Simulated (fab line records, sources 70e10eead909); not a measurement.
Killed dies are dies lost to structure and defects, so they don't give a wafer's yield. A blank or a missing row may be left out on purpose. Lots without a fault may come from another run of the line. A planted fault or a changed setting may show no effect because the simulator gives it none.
Chamber matching | flow nand_harc | NHARC_A_WL_FILL_ALD_00 on ald_hk-04: 4 sister chambers
The step deposits Al2O3, target thk 3 nm, pulse time 3 s, ald cycles 30. 8 wafers are shown with their chamber, then 12 later ones without.

WAFERS WITH THEIR CHAMBER
wafer  | chamber | heater_power_w (W) | precursor_pulse_height_rel
L086.4 | 0       | 461                | 1.002
L088.2 | 0       | 480                | 1.021
L088.3 | 2       | 446                | 0.980
L092.4 | 1       | 597                | 1.025
L092.5 | 1       | 602                | 0.972
L093.1 | 2       | 451                | 0.957
L093.2 | 3       | 443                | 0.953
L093.5 | 3       | 436                | 0.996

WAFERS WITHOUT THEIR CHAMBER
wafer  | heater_power_w (W) | precursor_pulse_height_rel
L096.1 | 578                | 0.994
L096.2 | 440                | 1.014
L096.4 | 467                | 0.977
L097.1 | 463                | 0.995
L097.3 | 463                | 0.989
L097.5 | 458                | 0.988
L095.4 | 453                | 0.984
L095.5 | 592                | 1.004
L095.6 | 443                | 0.969
L094.1 | 606                | 1.014
L094.3 | 447                | 1.016
L094.5 | 578                | 0.975

WHICH CHAMBER EACH WENT THROUGH
wafer  | from the rows above          | in truth
L096.1 | 1                            | 1
L096.2 | can't be placed: 3 or 2      | 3
L096.4 | can't be placed: 0 or 2      | 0
L097.1 | can't be placed: 0 or 2      | 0
L097.3 | can't be placed: 0 or 2 or 3 | 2
L097.5 | can't be placed: 2 or 0 or 3 | 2
L095.4 | can't be placed: 2 or 3 or 0 | 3
L095.5 | 1                            | 1
L095.6 | can't be placed: 3 or 2      | 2
L094.1 | 1                            | 1
L094.3 | can't be placed: 2 or 3 or 0 | 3
L094.5 | 1                            | 1
Placed correctly: 4 of 12. Can't be placed from these rows: 8 (the true chamber is among the candidates in 8). Placed wrongly: 0.
How it was worked out, from the rows above alone: a wafer's distance from a chamber is the root of the sum, over the readings, of the square of ((its reading less the chamber's mean) divided by the reading's scatter). The wafer belongs to the nearest chamber; if the next one is less than 2 further off, it can't be placed. A chamber's mean is the mean of its shown wafers. The scatter: the root of (the sum of the squares of (reading less its chamber's mean) over the shown wafers, divided by (wafers less chambers)).
